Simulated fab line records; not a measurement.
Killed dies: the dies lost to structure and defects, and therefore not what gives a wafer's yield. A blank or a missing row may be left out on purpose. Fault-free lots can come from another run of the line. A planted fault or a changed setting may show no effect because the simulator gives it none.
Matching of chambers | flow n5 finfet | rie diel-02 running N5_BEOL_M8_DESCUM_33: 4 sister chambers
The step chemistry O2, time 7 s. 4 wafers are shown with their chamber, then 8 later ones without.

WAFERS, EACH WITH ITS CHAMBER
wafer  | chamber | drypump motor current A (A)
L085.3 | 0       | 4.8
L090.1 | 1       | 5.0
L090.2 | 3       | 5.2
L095.1 | 2       | 6.3

WAFERS WHOSE CHAMBER IS MISSING
wafer  | drypump motor current A (A)
L095.4 | 4.8
L095.6 | 5.2
L092.1 | 4.9
L092.3 | 4.9
L092.4 | 6.4
L096.1 | 4.9
L096.4 | 6.4
L096.6 | 5.2

WHICH CHAMBER EACH ONE RAN IN
wafer  | from the rows above     | in truth
L095.4 | 0                       | 0
L095.6 | 3                       | 3
L092.1 | can't be placed: 1 or 0 | 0
L092.3 | can't be placed: 1 or 0 | 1
L092.4 | 2                       | 2
L096.1 | can't be placed: 1 or 0 | 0
L096.4 | 2                       | 2
L096.6 | 3                       | 3
Correctly placed: 5 of 8. These rows do not allow placing 3 (true chamber among the candidates in 3). 0 placed wrongly.
How it was worked out, from the rows above alone: a wafer's distance from a chamber is the root of the sum, over the readings, of the square of ((its reading less the chamber's mean) divided by the reading's scatter). If the next closest chamber is less than 2 further off than the closest, the wafer can't be placed; otherwise it belongs to the closest. For every chamber, the mean is computed from those of its wafers that are shown. The scatter: root of mean squared gap, hidden wafer to nearest shown wafer, with one shown wafer a chamber.
